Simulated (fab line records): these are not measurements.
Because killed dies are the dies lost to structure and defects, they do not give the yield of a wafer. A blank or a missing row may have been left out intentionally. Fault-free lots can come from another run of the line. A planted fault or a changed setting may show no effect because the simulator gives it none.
fab line records	flow n5Finfet
[record] lots = 6	wafers = 18	lastDay = 17
route steps=1938 shown BEOL_M4@1073 PASSIVATION@1936
lots with no fault: from the same line, run without faults
startH: hours from the record's opening day to when the first of the lot's shown wafers began	waitH: hours since the lot's step before	" as in the row above	L1.1+2: a single row standing in for several wafers	- no value, or no start given	* or withheld: withheld	< > ~ a bound
route shown NAME@n: names a module that has steps shown in the file, with the first one's number in the route	usual: average and standard deviation across the fault-free wafers	same: alike in all rows	chamber/n: place in a boat	sites: each site's reading	_std_site: standard deviation of those values	_edge_site: inner sites' mean taken away from outer sites' mean	radiusMm: for every site, how far away it sits from the centre of the wafer	mask NAME#n: copy n	behind: the last tool/chamber to shape the wafer	hold: why the lot was held/for how many hours/how that ended	device: the transistor (n, p or np) that didn't switch	end of line: at the end of the route, the tests of the same wafers	a step without rows: its recipe alone	killed: count of dies lost to structure and defects at first sort (not the wafer's yield)	map: shows each die of a wafer: x if killed, . if not, _ if none is there
set.NAME: the run value of the setting; set.NAME@STEP: its run value at that earlier step	model.NAME: the simulator's own value behind a step, which no gauge read
lots at some steps of the route; a table a step, a row a wafer
services: from which hour (startH, from the record's first day; less than 0 if before it) a tool's chamber was out of use, for how many hours, and why
[[steps]]
[step N5_BEOL_M4_OCD_MEAS_38]
[usual] trenchDepthNm = 55.7/0.94
lot.wafer	tool	chamber	startH	waitH	trenchDepthNm
L389.1	ocd-01	-	176.63	-	56.1
L389.2	"	-	"	"	56.5
L389.6	"	-	"	"	55.3
L392.2	ocd-01	-	194.77	-	57.4
L392.5	"	-	"	"	56.4
L392.6	"	-	"	"	56.2
L398.1	ocd-01	-	239.42	-	55.5
L398.2	"	-	"	"	54.9
L398.4	"	-	"	"	57.6
L400.2	ocd-01	-	250.81	-	56.2
L400.4	"	-	"	"	56.1
L400.5	"	-	"	"	56.7
L404.1	ocd-02	-	276.38	-	54.6
L404.4	"	-	"	"	55.9
L404.6	"	-	"	"	54.3
L410.2	ocd-01	-	311.02	-	56.2
L410.4	"	-	"	"	56.4
L410.6	"	-	"	"	57.1
[step N5_BEOL_M4_HM_STRIP_39]
[recipe] chemistry = peroxideTinStrip	material = TiN	targetDepthA = 250	tempC = 50	timeS = 158
[step N5_BEOL_M4_SRD_40]
[recipe] timeS = 30	tempC = 23	rinseLiquid = diw	dry = ipaMarangoni
[step N5_BEOL_M4_PRECLEAN_42]
[recipe] chemistry = residueRemover	timeS = 60	tempC = 40
[step N5_BEOL_M4_SRD_43]
[recipe] timeS = 30	tempC = 23	rinseLiquid = diw	dry = ipaMarangoni
[step N5_BEOL_M4_CD_MEAS_35]
[recipe] targetCdNm = 18	targetCdYNm = 22.4	polarity = opening
[usual] cdNm = 18.2/0.35
lot.wafer	tool	chamber	startH	waitH	cdNm
L389.1	cdSem-03	-	176.88	0.0	18.3
L389.2	"	-	"	"	18.1
L389.6	"	-	"	"	18.0
L392.2	cdSem-01	-	195.01	0.0	18.2
L392.5	"	-	"	"	18.3
L392.6	"	-	"	"	18.3
L398.1	cdSem-03	-	239.58	0.0	18.2
L398.2	"	-	"	"	18.5
L398.4	"	-	"	"	18.2
L400.2	cdSem-01	-	250.97	0.0	18.2
L400.4	"	-	"	"	18.1
L400.5	"	-	"	"	18.4
L404.1	cdSem-01	-	276.62	0.0	18.6
L404.4	"	-	"	"	18.4
L404.6	"	-	"	"	18.7
L410.2	cdSem-02	-	311.20	0.0	17.7
L410.4	"	-	"	"	17.6
L410.6	"	-	"	"	17.9
[step N5_BEOL_M4_DEGAS_44]
[recipe] ambient = vacuum	tempC = 250	timeS = 60
[usual] heaterPowerW = 328/29
lot.wafer	tool	chamber	startH	waitH	heaterPowerW
L389.1	pvdSputter-02	-	176.93	0.0	303
L389.2	"	-	"	"	299
L389.6	"	-	"	"	298
L392.2	pvdSputter-02	-	195.58	0.6	302
L392.5	"	-	"	"	293
L392.6	"	-	"	"	318
L398.1	pvdSputter-01	-	240.03	0.5	346
L398.2	"	-	"	"	333
L398.4	"	-	"	"	305
L400.2	pvdSputter-02	-	251.35	0.4	325
L400.4	"	-	"	"	292
L400.5	"	-	"	"	296
L404.1	pvdSputter-01	-	278.16	1.5	332
L404.4	"	-	"	"	330
L404.6	"	-	"	"	304
L410.2	pvdSputter-02	-	312.12	0.9	305
L410.4	"	-	"	"	323
L410.6	"	-	"	"	288
[step N5_BEOL_M4_PRE_CLEAN_45]
[recipe] gas = H2/He	timeS = 30	tempC = 250
[usual] heaterPowerW = 327/30
lot.wafer	tool	chamber	startH	waitH	heaterPowerW
L389.1	pvdSputter-02	-	176.97	0.0	305
L389.2	"	-	"	"	300
L389.6	"	-	"	"	289
L392.2	pvdSputter-02	-	195.62	0.0	301
L392.5	"	-	"	"	294
L392.6	"	-	"	"	321
L398.1	pvdSputter-01	-	240.07	0.0	342
L398.2	"	-	"	"	325
L398.4	"	-	"	"	306
L400.2	pvdSputter-02	-	251.39	0.0	322
L400.4	"	-	"	"	297
L400.5	"	-	"	"	295
L404.1	pvdSputter-01	-	278.20	0.0	336
L404.4	"	-	"	"	333
L404.6	"	-	"	"	310
L410.2	pvdSputter-02	-	312.16	0.0	298
L410.4	"	-	"	"	320
L410.6	"	-	"	"	288
[step N5_BEOL_M4_ALD_84]
[recipe] material = TaN	targetThkA = *	tempC = 275	aldPrecursorFamily = PDMAT	aldCoReactant = NH3	pressureTorr = 3	carrierFlowSccm = 1500	pulseTimeS = 2	purgeTimeS = 3	coReactantPurgeTimeS = 2	coReactantPulseTimeS = 3	aldCycles = 30	precursorVesselTempC = 75	precursorVesselPressureTorr = 26.25	precursorVesselCarrierSccm = 1000
[usual] heaterPowerW = 435/49	precursorVesselTempC = 74.99/0.13
[same] pulseTimeS = 2
lot.wafer	tool	chamber	startH	waitH	heaterPowerW	precursorVesselTempC	sinceWetCleanH
L389.1	aldMetal-03	3	177.03	0.0	460	75.03	5994
L389.2	"	0	"	"	533	75.09	5994
L389.6	"	0	"	"	527	75.12	-
L392.2	aldMetal-01	1	195.70	0.1	356	75.06	2935
L392.5	"	0	"	"	451	75.19	-
L392.6	"	1	"	"	343	74.97	-
L398.1	aldMetal-01	0	240.13	0.0	461	75.02	2980
L398.2	"	1	"	"	348	75.02	2980
L398.4	"	3	"	"	378	75.06	2980
L400.2	aldMetal-03	0	251.46	0.1	523	74.85	6068
L400.4	"	1	"	"	442	74.87	6068
L400.5	"	0	"	"	534	74.93	-
L404.1	aldMetal-01	2	278.30	0.1	397	74.93	3018
L404.4	"	1	"	"	350	74.78	3018
L404.6	"	3	"	"	393	75.21	-
L410.2	aldMetal-03	1	312.30	0.1	437	74.89	6129
L410.4	"	0	"	"	523	74.95	6129
L410.6	"	3	"	"	456	74.91	-
[step N5_BEOL_M4_SURFACE_TREAT_85]
[recipe] gas = Ar	timeS = *	ionEnergyEv = *	ionCurrentMaCm2 = 0.5	pressureMtorr = *	arFlowSccm = 30
[step N5_BEOL_M4_CVD_47]
[recipe] material = Co	targetThkA = 30	tempC = withheld	precursor = CCTBA/H2	pressureTorr = 30	timeS = 223.8
[step N5_BEOL_M4_SPUTTER_48]
[recipe] material = Cu	targetThkA = 45	tempC = -20	chamberPressurePa = 0.07	powerW = withheld	timeS = 8.29
[usual] throttleValvePct = 29.8/1.1
lot.wafer	tool	chamber	startH	waitH	throttleValvePct
L389.1	pvdSputter-02	-	177.53	0.1	30.6
L389.2	"	-	"	"	30.8
L389.6	"	-	"	"	30.3
L392.2	pvdSputter-03	-	196.46	0.2	28.0
L392.5	"	-	"	"	31.4
L392.6	"	-	"	"	31.4
L398.1	pvdSputter-01	-	240.75	0.2	28.7
L398.2	"	-	"	"	29.0
L398.4	"	-	"	"	31.2
L400.2	pvdSputter-03	-	252.12	0.2	31.6
L400.4	"	-	"	"	29.6
L400.5	"	-	"	"	31.3
L404.1	pvdSputter-03	-	279.08	0.2	31.5
L404.4	"	-	"	"	31.3
L404.6	"	-	"	"	31.5
L410.2	pvdSputter-02	-	314.16	1.2	29.0
L410.4	"	-	"	"	30.3
L410.6	"	-	"	"	29.5
[step N5_BEOL_M4_ANNEAL_49]
[recipe] tempC = 400	timeS = 240	ambient = vacuum
[usual] heaterPowerW = 814/77	susceptorTempC = 400.00/0.21
lot.wafer	tool	chamber	startH	waitH	heaterPowerW	susceptorTempC
L389.1	pvdSputter-02	-	177.61	0.0	807	399.91
L389.2	"	-	"	"	737	399.95
L389.6	"	-	"	"	805	399.95
L392.2	pvdSputter-03	-	196.54	0.0	773	400.19
L392.5	"	-	"	"	773	400.06
L392.6	"	-	"	"	785	400.35
L398.1	pvdSputter-01	-	240.83	0.0	-	-
L398.2	"	-	"	"	-	-
L398.4	"	-	"	"	-	-
L400.2	pvdSputter-03	-	252.20	0.0	-	-
L400.4	"	-	"	"	-	-
L400.5	"	-	"	"	-	-
L404.1	pvdSputter-03	-	279.16	0.0	767	400.25
L404.4	"	-	"	"	765	399.98
L404.6	"	-	"	"	750	400.12
L410.2	pvdSputter-02	-	314.24	0.0	733	399.57
L410.4	"	-	"	"	749	400.19
L410.6	"	-	"	"	906	400.44
[step N5_BEOL_M4_SPUTTER_79]
[recipe] material = Cu	targetThkA = 45	tempC = -20	chamberPressurePa = 0.07	powerW = withheld	timeS = 8.29
[usual] throttleValvePct = 29.8/1.1
lot.wafer	tool	chamber	startH	waitH	throttleValvePct
L389.1	pvdSputter-02	-	177.75	0.1	30.4
L389.2	"	-	"	"	30.2
L389.6	"	-	"	"	30.5
L392.2	pvdSputter-03	-	196.68	0.1	27.8
L392.5	"	-	"	"	31.6
L392.6	"	-	"	"	31.3
L398.1	pvdSputter-01	-	240.97	0.1	28.7
L398.2	"	-	"	"	29.1
L398.4	"	-	"	"	30.8
L400.2	pvdSputter-03	-	252.34	0.1	31.5
L400.4	"	-	"	"	29.6
L400.5	"	-	"	"	31.5
L404.1	pvdSputter-03	-	279.30	0.1	31.7
L404.4	"	-	"	"	31.7
L404.6	"	-	"	"	31.4
L410.2	pvdSputter-02	-	314.38	0.1	29.1
L410.4	"	-	"	"	30.3
L410.6	"	-	"	"	29.2
[step N5_BEOL_M4_RC_MEAS_101]
[usual] DIBL_N = 36.0/1.7	DIBL_P = 35.8/2	IOFF_N = 0.15/0.03	IOFF_P = 0.20/0.037	ION_N = 670/12	ION_P = 460/7.2	SS_N = 71.5/0.68	SS_P = 73.2/0.65	VT_N = 250/3.1	VT_P = -251/3.4
lot.wafer	tool	chamber	startH	waitH	DIBL_N[mV/V]	DIBL_P[mV/V]	IOFF_N[nA/um]	IOFF_P[nA/um]	ION_N[uA/um]	ION_P[uA/um]	SS_N[mV/dec]	SS_P[mV/dec]	VT_N[mV]	VT_P[mV]
L389.1	prober-01	0	180.49	0.0	37.9	37.1	0.19	0.20	678	450	73.0	73.3	246	-250
L389.2	"	0	"	"	40.2	39.1	0.22	0.24	671	450	73.8	73.8	246	-249
L389.6	"	0	"	"	36.6	35.2	0.17	0.18	678	455	72.4	73.1	247	-252
L392.2	prober-02	0	200.98	0.2	34.7	36.2	0.13	0.17	664	452	71.1	73.1	253	-256
L392.5	"	0	"	"	34.8	36.9	0.14	0.19	663	460	72.1	73.5	252	-254
L392.6	"	0	"	"	33.4	33.6	0.12	0.16	665	456	70.5	72.8	254	-255
L398.1	prober-01	0	243.61	0.0	38.3	37.8	0.17	0.24	676	469	72.2	74.1	251	-246
L398.2	"	0	"	"	35.9	35.9	0.14	0.22	669	463	71.9	73.5	251	-247
L398.4	"	0	"	"	36.1	33.7	0.13	0.18	646	451	71.4	72.9	254	-251
L400.2	prober-01	0	255.17	0.2	34.9	33.4	0.12	0.16	661	460	71.3	72.5	253	-253
L400.4	"	0	"	"	36.6	35.5	0.14	0.19	663	456	71.4	73.0	251	-250
L400.5	"	0	"	"	36.3	35.3	0.14	0.19	667	458	72.2	73.2	252	-251
L404.1	prober-02	0	281.94	0.0	33.0	31.7	0.11	0.16	661	464	70.7	71.9	253	-251
L404.4	"	0	"	"	34.2	32.2	0.12	0.16	659	452	70.9	72.3	256	-252
L404.6	"	0	"	"	34.5	33.0	0.12	0.18	661	463	71.3	72.0	254	-250
L410.2	prober-02	0	317.27	0.2	36.1	36.7	0.16	0.20	684	453	71.5	73.2	248	-252
L410.4	"	0	"	"	36.6	37.8	0.17	0.21	673	458	72.2	73.5	249	-253
L410.6	"	0	"	"	36.3	37.6	0.16	0.21	674	459	70.7	73.5	248	-250
[step N5_PASSIVATION_PROBE_49]
[usual] defectLimitedYield = 91.4/1.5	killed_at_M0_to_M3 = 32/9.8	killed_at_M4_up = 15/5.6	killedAtContacts = 12/5.4	killedAtFrontEnd = 40/13	killedAtOther = 3.0/2.1	killedDies = 102/17	killedOpen = 67/13	killedShort = 32/7.1	sort_bin_5_function = 5.1/0.96	sort_bin_6_memory = 3.2/0.7	sortNPass = 1078/18	sortYieldPct = 91.3/1.5
[same] grossDies = 1180	killedAtBackSide = 0	sort_bin_4_leakage[%] = 0	sort_bin_8_speed[%] = 0
lot.wafer	tool	chamber	startH	waitH	defectLimitedYield[%]	killed_at_M0_to_M3	killed_at_M4_up	killedAtContacts	killedAtFrontEnd	killedAtOther	killedDies	killedOpen	killedShort	sort_bin_5_function[%]	sort_bin_6_memory[%]	sortNPass	sortYieldPct[%]
L389.1	prober-02	-	291.76	0.0	90.4	27	13	15	56	2	113	78	32	5.9	3.5	1067	90.4
L389.2	prober-02	-	291.81	0.1	90.3	31	8	10	65	0	114	74	40	5.8	3.7	1066	90.3
L389.6	prober-02	-	292.01	0.3	93.6	14	8	7	46	1	76	53	20	3.6	2.6	1104	93.6
L398.1	prober-02	-	352.40	0.0	93.0	27	10	14	27	5	83	54	26	4.4	2.3	1097	93.0
L398.2	prober-02	-	352.45	0.1	93.9	30	10	10	22	0	72	45	23	3.4	2.5	1108	93.9
L398.4	prober-02	-	352.55	0.2	92.5	30	15	8	31	4	88	55	31	4.4	2.9	1092	92.5
L400.2	prober-02	-	359.85	0.1	91.1	22	28	12	41	2	105	69	35	5.8	3.0	1075	91.1
L400.4	prober-02	-	359.95	0.2	92.0	31	15	10	34	4	94	65	25	5.1	2.2	1086	92.0
L400.5	prober-02	-	360.00	0.2	92.7	9	21	10	43	3	86	64	22	3.7	3.3	1094	92.7
L404.1	prober-02	-	393.83	0.0	92.6	31	13	13	27	3	87	60	23	4.1	2.8	1093	92.6
L404.4	prober-02	-	393.98	0.2	93.9	22	11	9	27	3	72	55	14	4.2	1.6	1108	93.9
L404.6	prober-02	-	394.08	0.3	91.9	31	14	15	32	3	95	59	30	4.2	2.9	1085	91.9
L410.2	prober-02	-	418.82	0.1	91.0	24	8	7	61	6	106	65	35	5.1	3.5	1074	91.0
L410.4	prober-02	-	418.92	0.2	89.5	37	20	8	55	4	124	91	31	5.5	4.5	1056	89.5
L410.6	prober-02	-	419.02	0.3	89.9	50	16	11	40	2	119	86	30	5.6	4.3	1061	89.9
// killed by level:class
L389.1 STI_FIN_REVEAL:geometricParticle:open=14 MOL_CONTACT_COAG:geometricParticle:open=13 FIN_SAQP:geometricParticle:open=9 BEOL_M1:geometricParticle:open=9 BEOL_M0_SAQP:geometricParticle:open=7 STARTING-WAFER:geometricParticle:open=6 DUMMY_GATE:geometricParticle:open=5 FIN_SAQP:geometricParticle:short=4
L389.2 STI_FIN_REVEAL:geometricParticle:open=22 FIN_SAQP:geometricParticle:open=13 BEOL_M0_SAQP:geometricParticle:short=12 GATE_CUT:geometricParticle:short=9 MOL_CONTACT_COAG:geometricParticle:open=8 STI_FIN_REVEAL:geometricParticle:short=6 GATE_CUT:geometricParticle:open=4 BEOL_M0_SAQP:geometricParticle:open=4
L389.6 STI_FIN_REVEAL:geometricParticle:open=17 MOL_CONTACT_COAG:geometricParticle:open=7 FIN_SAQP:geometricParticle:open=5 GATE_CUT:geometricParticle:short=5 FIN_SAQP:geometricParticle:short=4 STI_FIN_REVEAL:geometricParticle:short=4 BEOL_M1:geometricParticle:open=4 BEOL_M0_SAQP:geometricParticle:short=4
L398.1 MOL_CONTACT_COAG:geometricParticle:open=14 BEOL_M0_SAQP:geometricParticle:open=7 FIN_SAQP:geometricParticle:short=6 BEOL_M3:geometricParticle:open=6 STI_FIN_REVEAL:geometricParticle:open=4 FIN_SAQP:geometricParticle:open=3 STI_FIN_REVEAL:geometricParticle:short=3 GATE_CUT:geometricParticle:short=3
L398.2 BEOL_M0_SAQP:geometricParticle:short=10 MOL_CONTACT_COAG:geometricParticle:open=8 FIN_SAQP:geometricParticle:short=5 BEOL_M0_SAQP:geometricParticle:open=5 FIN_SAQP:geometricParticle:open=4 BEOL_M2:geometricParticle:open=4 BEOL_M3:geometricParticle:open=4 DUMMY_GATE:geometricParticle:open=3
L398.4 BEOL_M0_SAQP:geometricParticle:short=13 GATE_CUT:geometricParticle:open=7 STI_FIN_REVEAL:geometricParticle:open=5 BEOL_M3:geometricParticle:open=5 BEOL_M8:geometricParticle:open=5 GATE_CUT:geometricParticle:short=4 MOL_CONTACT_COAG:geometricParticle:open=4 ILD0:geometricParticle:short=3
L400.2 FIN_SAQP:geometricParticle:open=13 MOL_CONTACT_COAG:geometricParticle:open=9 BEOL_M3:geometricParticle:open=6 BEOL_M4:geometricParticle:open=6 BEOL_M0_SAQP:geometricParticle:open=5 BEOL_M0_SAQP:geometricParticle:short=5 BEOL_M5:geometricParticle:open=5 BEOL_M4:geometricParticle:short=5
L400.4 MOL_CONTACT_COAG:geometricParticle:open=9 FIN_SAQP:geometricParticle:open=8 BEOL_M3:geometricParticle:open=8 BEOL_M4:geometricParticle:open=7 BEOL_M2:geometricParticle:open=6 FIN_SAQP:geometricParticle:short=5 BEOL_M0_SAQP:geometricParticle:open=5 GATE_CUT:geometricParticle:short=4
L400.5 FIN_SAQP:geometricParticle:open=18 MOL_CONTACT_COAG:geometricParticle:open=10 GATE_CUT:geometricParticle:short=8 FIN_SAQP:geometricParticle:short=7 GATE_CUT:geometricParticle:open=5 BEOL_M4:geometricParticle:open=4 BEOL_M2:geometricParticle:open=3 BEOL_M6:geometricParticle:open=3
L404.1 BEOL_M2:geometricParticle:open=13 MOL_CONTACT_COAG:geometricParticle:open=8 STI_FIN_REVEAL:geometricParticle:open=6 BEOL_M1:geometricParticle:open=6 MOL_CONTACT_COAG:geometricParticle:short=5 ILD0:geometricParticle:open=4 BEOL_M5:geometricParticle:open=4 HKMG_FIN:areaEtch=4
L404.4 BEOL_M2:geometricParticle:open=11 MOL_CONTACT_COAG:geometricParticle:open=8 DUMMY_GATE:geometricParticle:open=6 BEOL_M5:geometricParticle:open=5 FIN_SAQP:geometricParticle:open=4 BEOL_M0_SAQP:geometricParticle:open=4 STI_FIN_REVEAL:geometricParticle:open=3 FIN_SAQP:geometricParticle:short=2
L404.6 MOL_CONTACT_COAG:geometricParticle:open=15 BEOL_M2:geometricParticle:open=9 FIN_SAQP:geometricParticle:short=7 STI_FIN_REVEAL:geometricParticle:open=5 BEOL_M0_SAQP:geometricParticle:short=5 BEOL_M2:geometricParticle:short=5 BEOL_M0_SAQP:geometricParticle:open=4 BEOL_M1:geometricParticle:open=4
L410.2 STI_FIN_REVEAL:geometricParticle:open=19 GATE_CUT:geometricParticle:short=10 FIN_SAQP:geometricParticle:short=7 GATE_CUT:geometricParticle:open=7 BEOL_M0_SAQP:geometricParticle:open=6 BEOL_M1:geometricParticle:open=6 MOL_CONTACT_COAG:geometricParticle:open=5 STI_FIN_REVEAL:geometricParticle:short=4
L410.4 STI_FIN_REVEAL:geometricParticle:open=25 BEOL_M3:geometricParticle:open=12 FIN_SAQP:geometricParticle:open=8 MOL_CONTACT_COAG:geometricParticle:open=6 BEOL_M2:geometricParticle:open=6 BEOL_M4:geometricParticle:open=6 FIN_SAQP:geometricParticle:short=5 STI_FIN_REVEAL:geometricParticle:short=5
L410.6 STI_FIN_REVEAL:geometricParticle:open=18 BEOL_M0_SAQP:geometricParticle:short=14 BEOL_M4:geometricParticle:open=12 MOL_CONTACT_COAG:geometricParticle:open=11 BEOL_M0_SAQP:geometricParticle:open=10 BEOL_M2:geometricParticle:open=9 FIN_SAQP:geometricParticle:open=6 BEOL_M1:geometricParticle:open=6
[[services]]
tool	chamber	startH	hours	kind
aldMetal-03	0	168.07	4.2	repair
pvdSputter-02	-	200.34	4.0	repair
aldMetal-03	0	206.81	2.8	repair
[[key]]
[firstSign] step = N5_BEOL_M4_ANNEAL_49	reading = toolRecord	direction = missing
effect none on later readings
metAt N5_BEOL_M4_ANNEAL_49
struckWafers L398.1,L398.2,L398.4,L400.2,L400.4,L400.5
onsetBetween 196.54 240.83
[fault] kind = skippedStepWhole	tool = pvdSputter-01,pvdSputter-03	chamber = -	onsetH = 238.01	steps = N5_BEOL_M4_ANNEAL_49	scope = struckLotsOnly
